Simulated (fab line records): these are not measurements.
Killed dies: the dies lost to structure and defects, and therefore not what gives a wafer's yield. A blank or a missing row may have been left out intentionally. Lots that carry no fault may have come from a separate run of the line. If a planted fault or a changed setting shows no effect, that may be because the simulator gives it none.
Matching of chambers + flow nand_harc + NHARC_A_CONTACT_DEP_85 on pecvd-03: 3 sister chambers
The step deposits SiON, target thk 50 nm. 14 wafers are shown with their chamber, then 7 later ones without.

## WAFERS PAIRED WITH THEIR CHAMBERS
| wafer  | chamber | heater_power_w (W) |
|--------|---------|--------------------|
| L888.1 | 2       | 712                |
| L888.3 | 1       | 846                |
| L888.5 | 1       | 821                |
| L889.1 | 1       | 768                |
| L889.4 | 2       | 728                |
| L889.6 | 0       | 672                |
| L898.2 | 0       | 628                |
| L898.3 | 1       | 827                |
| L898.5 | 2       | 822                |
| L902.1 | 2       | 768                |
| L902.5 | 1       | 835                |
| L902.6 | 2       | 741                |
| L903.2 | 1       | 886                |
| L903.5 | 1       | 862                |

SIGNATURES, as means of the wafers listed above
| reading        | chamber 0 | chamber 1 | chamber 2 | scatter within a chamber |
|----------------|-----------|-----------|-----------|--------------------------|
| heater_power_w | 650.00    | 835.00    | 754.20    | 38.8                     |
Rule: for a wafer and a chamber, the distance is found by dividing, reading by reading, the gap between the wafer's reading and the chamber's mean by the reading's scatter, squaring, summing and taking the root. The wafer belongs to the nearest chamber; if the next one is less than 2 further off, it can't be placed. The scatter is the square root of a quotient: the sum, over the shown wafers, of each reading's squared deviation from its chamber's mean, divided by wafers minus chambers.

## WAFERS MISSING THEIR CHAMBER
| wafer  | heater_power_w (W) |
|--------|--------------------|
| L903.6 | 623                |
| L908.1 | 734                |
| L908.4 | 800                |
| L908.5 | 711                |
| L911.2 | 709                |
| L911.3 | 855                |
| L911.6 | 708                |

## CHAMBER TAKEN BY EACH
| wafer  | from the rows above     | in truth                   |
|--------|-------------------------|----------------------------|
| L903.6 | 0                       | 0                          |
| L908.1 | can't be placed: 2 or 0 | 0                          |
| L908.4 | can't be placed: 1 or 2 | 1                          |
| L908.5 | can't be placed: 2 or 0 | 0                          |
| L911.2 | can't be placed: 2 or 0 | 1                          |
| L911.3 | 1                       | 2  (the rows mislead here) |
| L911.6 | can't be placed: 2 or 0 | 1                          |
Correct placement for 1 of the 7. Not placeable from these rows: 5 (in 3, the candidates include the true chamber). Wrongly placed: 1.
